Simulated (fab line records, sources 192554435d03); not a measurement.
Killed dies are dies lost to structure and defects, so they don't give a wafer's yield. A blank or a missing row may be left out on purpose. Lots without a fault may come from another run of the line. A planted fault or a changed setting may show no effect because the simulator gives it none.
Which tool did it? | flow n5_finfet | 11 lots, 30 wafers sampled, at 5 steps of a route of 1938

WHAT THE GAUGES READ, wafer by wafer
N5_BEOL_M14_CD_MEAS_17: target cd 250 nm. Usual: cd_nm 249 nm, standard deviation 3.2.
lot  | measured     | on        | cd_nm (nm)  | flag
L643 | day 11 01:07 | cd_sem-03 | 248 246 253 |
L646 | day 11 17:30 | cd_sem-02 | 247 249     |
L645 | day 11 17:52 | cd_sem-03 | 254 253 253 |
L649 | day 12 15:28 | cd_sem-03 | 249 251 251 |
L653 | day 14 06:09 | cd_sem-03 | 255 255 256 |
L656 | day 14 23:08 | cd_sem-01 | 251 249     |
L657 | day 15 02:20 | cd_sem-03 | 246 247 248 |
L660 | day 16 02:58 | cd_sem-03 | 252 246 254 |
L664 | day 16 16:04 | cd_sem-01 | 242 247 249 |
L661 | day 17 01:59 | cd_sem-03 | 253 245     |
L666 | day 18 01:58 | cd_sem-01 | 249 248 251 |

N5_BEOL_M14_CD_MEAS_28: target cd 284.4 nm. Usual: cd_nm 282.9 nm, standard deviation 2.5.
lot  | measured     | on        | cd_nm (nm)        | flag
L643 | day 11 01:34 | cd_sem-03 | 282.7 283.0 286.1 |
L646 | day 11 17:50 | cd_sem-01 | 284.2 286.0       |
L645 | day 11 18:12 | cd_sem-01 | 291.5 284.4 287.1 |
L649 | day 12 15:47 | cd_sem-03 | 258.3 254.0 256.1 | OFF
L653 | day 14 06:37 | cd_sem-02 | 262.3 266.0 261.8 | OFF
L656 | day 14 23:35 | cd_sem-01 | 278.1 282.1       |
L657 | day 15 02:40 | cd_sem-02 | 282.7 283.2 278.6 |
L660 | day 16 03:18 | cd_sem-03 | 283.6 284.6 285.9 |
L664 | day 16 16:31 | cd_sem-03 | 285.7 284.3 279.2 |
L661 | day 17 02:19 | cd_sem-01 | 283.3 284.2       |
L666 | day 18 02:17 | cd_sem-03 | 284.8 282.1 286.0 |

WHICH TOOL RAN EACH LOT (tool, then ch and the chambers of the sampled wafers, then the start)
lot  | N5_BEOL_M13_SPUTTER_45       | N5_BEOL_M13_DEP_53              | N5_BEOL_M14_EXPOSE_25
L643 | pvd_sputter-03, day 10 22:10 | pecvd-02 ch 0,1,2, day 10 23:28 | krf_scanner-02 ch 0, day 11 01:24
L646 | pvd_sputter-01, day 11 15:14 | pecvd-02 ch 0,1, day 11 16:14   | krf_scanner-01 ch 0, day 11 17:40
L645 | pvd_sputter-02, day 11 15:40 | pecvd-01 ch 0,1,2, day 11 16:36 | krf_scanner-01 ch 0, day 11 18:02
L649 | pvd_sputter-01, day 12 13:22 | pecvd-02 ch 1,2, day 12 14:19   | krf_scanner-01 ch 0, day 12 15:37
L653 | pvd_sputter-01, day 14 03:51 | pecvd-01 ch 1, day 14 04:52     | krf_scanner-01 ch 0, day 14 06:26
L656 | pvd_sputter-02, day 14 20:55 | pecvd-02 ch 0,2, day 14 21:52   | krf_scanner-02 ch 0, day 14 23:25
L657 | pvd_sputter-03, day 14 23:49 | pecvd-01 ch 1,2, day 15 01:03   | krf_scanner-02 ch 0, day 15 02:29
L660 | pvd_sputter-03, day 16 00:28 | pecvd-03 ch 0,1,2, day 16 01:42 | krf_scanner-02 ch 0, day 16 03:07
L664 | pvd_sputter-01, day 16 13:51 | pecvd-02 ch 0,1, day 16 14:47   | krf_scanner-02 ch 0, day 16 16:20
L661 | pvd_sputter-03, day 16 23:40 | pecvd-03 ch 0,1, day 17 00:38   | krf_scanner-02 ch 0, day 17 02:10
L666 | pvd_sputter-03, day 17 23:41 | pecvd-02 ch 0,1, day 18 00:37   | krf_scanner-02 ch 0, day 18 02:07
- N5_BEOL_M13_SPUTTER_45: material Cu, target thk 80 nm, time 13.33 s.
- N5_BEOL_M13_DEP_53: deposits SiCN from 3MS/NH3, target thk 50 nm, time 17.8 s.
- N5_BEOL_M14_EXPOSE_25: exposes mask M14, target cd 280 nm.

WHAT THE TOOLS THEMSELVES READ (means of the sampled wafers that have a number; where no wafer has one, the mark that the record gives instead)
N5_BEOL_M13_SPUTTER_45. Usual: throttle_valve_pct 29.9 %, standard deviation 0.78.
lot  | tool           | throttle_valve_pct (%) | flag
L643 | pvd_sputter-03 | 29.8                   |
L646 | pvd_sputter-01 | 29.4                   |
L645 | pvd_sputter-02 | 29.4                   |
L649 | pvd_sputter-01 | 30.1                   |
L653 | pvd_sputter-01 | 29.8                   |
L656 | pvd_sputter-02 | 29.9                   |
L657 | pvd_sputter-03 | 30.0                   |
L660 | pvd_sputter-03 | 29.7                   |
L664 | pvd_sputter-01 | 30.1                   |
L661 | pvd_sputter-03 | 30.2                   |
L666 | pvd_sputter-03 | 30.0                   |

N5_BEOL_M13_DEP_53. Usual: chamber_pressure_Torr 3.000 Torr, standard deviation 0.0071; showerhead_plenum_p_Torr 4.164 Torr, standard deviation 0.026; throttle_valve_pct 18.1 %, standard deviation 0.68.
lot  | tool     | chamber_pressure_Torr (Torr) | showerhead_plenum_p_Torr (Torr) | throttle_valve_pct (%) | flag
L643 | pecvd-02 | 3.000                        | 4.164                           | 18.5                   |
L646 | pecvd-02 | 3.002                        | 4.192                           | 18.9                   |
L645 | pecvd-01 | 3.000                        | 4.169                           | 17.3                   |
L649 | pecvd-02 | 3.001                        | 4.169                           | 18.8                   |
L653 | pecvd-01 | 2.993                        | 4.157                           | 17.3                   |
L656 | pecvd-02 | 3.008                        | 4.148                           | 18.4                   |
L657 | pecvd-01 | 3.000                        | 4.160                           | 17.0                   |
L660 | pecvd-03 | 2.999                        | 4.161                           | 18.0                   |
L664 | pecvd-02 | 2.994                        | 4.184                           | 18.7                   |
L661 | pecvd-03 | 2.998                        | 4.168                           | 18.4                   |
L666 | pecvd-02 | 2.993                        | 4.193                           | 18.8                   |

N5_BEOL_M14_EXPOSE_25. Usual: exposure_dose_mJ_cm2 26.573, standard deviation 0.028; focus_offset_nm -0.1 nm, standard deviation 0.56; reticle_temp_C 23.02 C, standard deviation 0.099.
lot  | tool           | exposure_dose_mJ_cm2 | focus_offset_nm (nm) | reticle_temp_C (C) | flag
L643 | krf_scanner-02 | 26.577               | -0.1                 | 22.86              |
L646 | krf_scanner-01 | 26.554               | -1.1                 | 23.00              |
L645 | krf_scanner-01 | 26.560               | 0.0                  | 22.91              |
L649 | krf_scanner-01 | 22.711               | 0.2                  | 23.13              | OFF
L653 | krf_scanner-01 | 23.484               | 0.5                  | 22.93              | OFF
L656 | krf_scanner-02 | 26.560               | -0.1                 | 22.95              |
L657 | krf_scanner-02 | 26.577               | -0.9                 | 22.97              |
L660 | krf_scanner-02 | 26.544               | 0.1                  | 23.07              |
L664 | krf_scanner-02 | 26.561               | 0.5                  | 23.07              |
L661 | krf_scanner-02 | 26.523               | -0.7                 | 23.00              |
L666 | krf_scanner-02 | 26.578               | 0.0                  | 23.16              |

THE ANSWER, worked out from the rows above alone
Rule: a lot is off if the mean of its wafers that have a number lies more than 3 standard deviations from the usual mean. A lot without any number at a reading at which 4 lots or more have one is off too. The other lots that the step has rows for count as sound. The gauges are gone through in route order, then the tools' own readings, and for those a lot's mean is taken as printed above. The first step at which some lot is off is used, and at that step the reading that is off furthest; a lot without a number counts as furthest.
Off: L649, L653, at N5_BEOL_M14_CD_MEAS_28 (cd_nm).
A tool fits if, at a process step before that reading, it ran every lot that is off, and no sound lot after the first of them. The gauges at N5_BEOL_M14_CD_MEAS_28 aren't tried: what is off there is off at N5_BEOL_M14_EXPOSE_25 too, on other tools, and a gauge's error can't cause that. One fits: krf_scanner-01 at N5_BEOL_M14_EXPOSE_25. Its last sound lot is L645 (day 11 18:02), its first lot that is off L649 (day 12 15:37): a fault that began between those two fits.
The tool's own readings at N5_BEOL_M14_EXPOSE_25 bear it out: on the lots that are off they differ by more than 5 times the standard deviation of the sound lots' means. exposure_dose_mJ_cm2 reads 23.098 there against 26.559 on the sound lots.

WHAT THE SIMULATOR HAD PUT IN
Process parameter drift: krf_scanner-01, from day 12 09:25 on, at N5_BEOL_M14_EXPOSE_25. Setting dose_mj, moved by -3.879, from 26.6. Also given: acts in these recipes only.
Lots struck among those shown: L649, L653. The rule above found the same.
